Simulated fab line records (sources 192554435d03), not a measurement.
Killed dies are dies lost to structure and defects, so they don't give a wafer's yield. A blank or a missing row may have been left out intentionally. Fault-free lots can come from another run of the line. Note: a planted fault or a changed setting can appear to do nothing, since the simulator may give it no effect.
Chamber matching | flow n5 finfet | N5_BEOL_M0_SAQP_STRIP_75 on rie diel-04: 4 sister chambers
The step strips in CF4. 4 wafers are shown with their chamber, then 7 later ones without.

EACH WAFER AND ITS CHAMBER
wafer  | chamber | throttle valve pct (%)
L082.2 | 2       | 13.96
L085.2 | 3       | 13.33
L090.2 | 0       | 13.73
L090.3 | 1       | 13.36

WAFERS WITH NO CHAMBER GIVEN
wafer  | throttle valve pct (%)
L090.5 | 13.37
L093.3 | 13.34
L093.5 | 13.36
L093.6 | 13.46
L095.1 | 13.74
L095.2 | 13.45
L095.4 | 13.35

THE CHAMBER EACH PASSED THROUGH
wafer  | from the rows above     | in truth
L090.5 | can't be placed: 1 or 3 | 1
L093.3 | can't be placed: 3 or 1 | 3
L093.5 | can't be placed: 1 or 3 | 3
L093.6 | can't be placed: 1 or 3 | 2
L095.1 | 0                       | 0
L095.2 | can't be placed: 1 or 3 | 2
L095.4 | can't be placed: 1 or 3 | 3
Placed correctly: 1 of 7. Cannot be placed on the basis of these rows: 6; the candidates contain the true chamber in 4. Number placed wrongly: 0.
How it was worked out, from the rows above alone: a wafer's distance from a chamber is the root of the sum, over the readings, of the square of ((its reading less the chamber's mean) divided by the reading's scatter). If the next closest chamber is less than 2 further off than the closest, the wafer can't be placed; otherwise it belongs to the closest. The mean given for a chamber averages the wafers shown for that chamber. The scatter (one wafer shown for each chamber): square how far every hidden wafer sits from the nearest shown wafer, average those squares and take the square root.
